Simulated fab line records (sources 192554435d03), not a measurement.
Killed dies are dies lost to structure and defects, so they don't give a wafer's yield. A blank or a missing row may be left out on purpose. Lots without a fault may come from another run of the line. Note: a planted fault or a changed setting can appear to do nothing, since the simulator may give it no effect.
What tool caused it? + flow n5_finfet + 10 lots with 30 wafers sampled at 2 steps, on a route of 1938 steps

== WHAT EACH GAUGE READ, for each wafer ==
N5_BEOL_M14_OVL_MEAS_29.
| lot  | measured     | on         | M14_OVL (nm) |
|------|--------------|------------|--------------|
| L854 | day 10 12:30 | overlay-01 | 10 -6 1      |
| L855 | day 11 04:45 | overlay-01 | 7 7 6        |
| L857 | day 11 15:14 | overlay-02 | 9 5 -3       |
| L858 | day 12 07:41 | overlay-02 | -1 -3 1      |
| L860 | day 12 12:55 | overlay-01 | 3 14 4       |
| L861 | day 12 13:25 | overlay-02 | 5 5 -3       |
| L866 | day 13 20:29 | overlay-01 | -12 -6 -7    |
| L871 | day 15 20:47 | overlay-01 | 14 5 10      |
| L874 | day 16 16:44 | overlay-01 | -3 -9 3      |
| L873 | day 16 19:36 | overlay-02 | 5 8 11       |

== EACH LOT AND THE TOOL THAT RAN IT (in order: tool; ch and the chambers of the sampled wafers; start) ==
| lot  | N5_BEOL_M14_VIA_ETCH_16            |
|------|------------------------------------|
| L854 | rie_diel-05 ch 1,2,3, day 10 11:46 |
| L855 | rie_diel-04 ch 1,2, day 11 03:54   |
| L857 | rie_diel-04 ch 1,2, day 11 14:22   |
| L858 | rie_diel-03 ch 0,1,2, day 12 06:50 |
| L860 | rie_diel-03 ch 1,2,3, day 12 12:13 |
| L861 | rie_diel-05 ch 0,2, day 12 12:42   |
| L866 | rie_diel-04 ch 1,2,3, day 13 19:39 |
| L871 | rie_diel-03 ch 0,2,3, day 15 20:05 |
| L874 | rie_diel-04 ch 0,1, day 16 15:55   |
| L873 | rie_diel-04 ch 0,1,2, day 16 18:54 |
- N5_BEOL_M14_VIA_ETCH_16: etches SiO2 in C4F8/O2/Ar, target depth 1231.3 nm.

== AS READ BY THE TOOLS THEMSELVES (means over the sampled wafers that have a number; for cases with no such wafer, the mark the record gives instead) ==
N5_BEOL_M14_VIA_ETCH_16.
| lot  | tool        | drypump_motor_current_A (A) | oes_product_au (a.u.) | rf_vpp_V (V) | showerhead_plenum_p_Torr (Torr) | throttle_valve_pct (%) |
|------|-------------|-----------------------------|-----------------------|--------------|---------------------------------|------------------------|
| L854 | rie_diel-05 | 5.6                         | 0.71                  | 2237         | 3.45                            | 30.83                  |
| L855 | rie_diel-04 | 6.3                         | 0.79                  | 2216         | 3.48                            | 30.99                  |
| L857 | rie_diel-04 | 6.2                         | 0.72                  | 2221         | 3.44                            | 31.11                  |
| L858 | rie_diel-03 | 5.6                         | 0.77                  | 2227         | 3.47                            | 30.62                  |
| L860 | rie_diel-03 | 5.5                         | 0.68                  | 2215         | 3.43                            | 30.69                  |
| L861 | rie_diel-05 | 5.5                         | 0.73                  | 2247         | 3.52                            | 30.72                  |
| L866 | rie_diel-04 | 6.2                         | 0.71                  | 2216         | 3.43                            | 31.10                  |
| L871 | rie_diel-03 | 5.6                         | 0.72                  | 2233         | 3.49                            | 30.90                  |
| L874 | rie_diel-04 | 6.4                         | 0.80                  | 2222         | 3.49                            | 30.84                  |
| L873 | rie_diel-04 | 6.3                         | 0.74                  | 2227         | 3.45                            | 30.93                  |

== THE ANSWER, worked out from the rows above alone ==
Rule: what is usual is taken from the lots themselves. The widest of any qualifying gaps counts: lots, ordered by their means at a reading, are off when they make up no more than a third of the lots, leave a main group of 4 or more, and stand apart from it by 3 or more times the standard deviation of that group's means. A main group is skipped when, at the precision printed for the reading in the tables above, its means are all equal. Also off: a lot with no number at a reading for which 4 or more lots have one. Where the step has rows for the other lots, those lots are counted as sound. The gauges are gone through in route order, then the tools' own readings, and for those a lot's mean is taken as printed above. At the first step where some lot is off, the reading lying furthest off is the one used; lots without a number count as furthest.
Nothing can be told from this: no lot is off at any reading shown.

== WHAT THE SIMULATOR PUT IN ==
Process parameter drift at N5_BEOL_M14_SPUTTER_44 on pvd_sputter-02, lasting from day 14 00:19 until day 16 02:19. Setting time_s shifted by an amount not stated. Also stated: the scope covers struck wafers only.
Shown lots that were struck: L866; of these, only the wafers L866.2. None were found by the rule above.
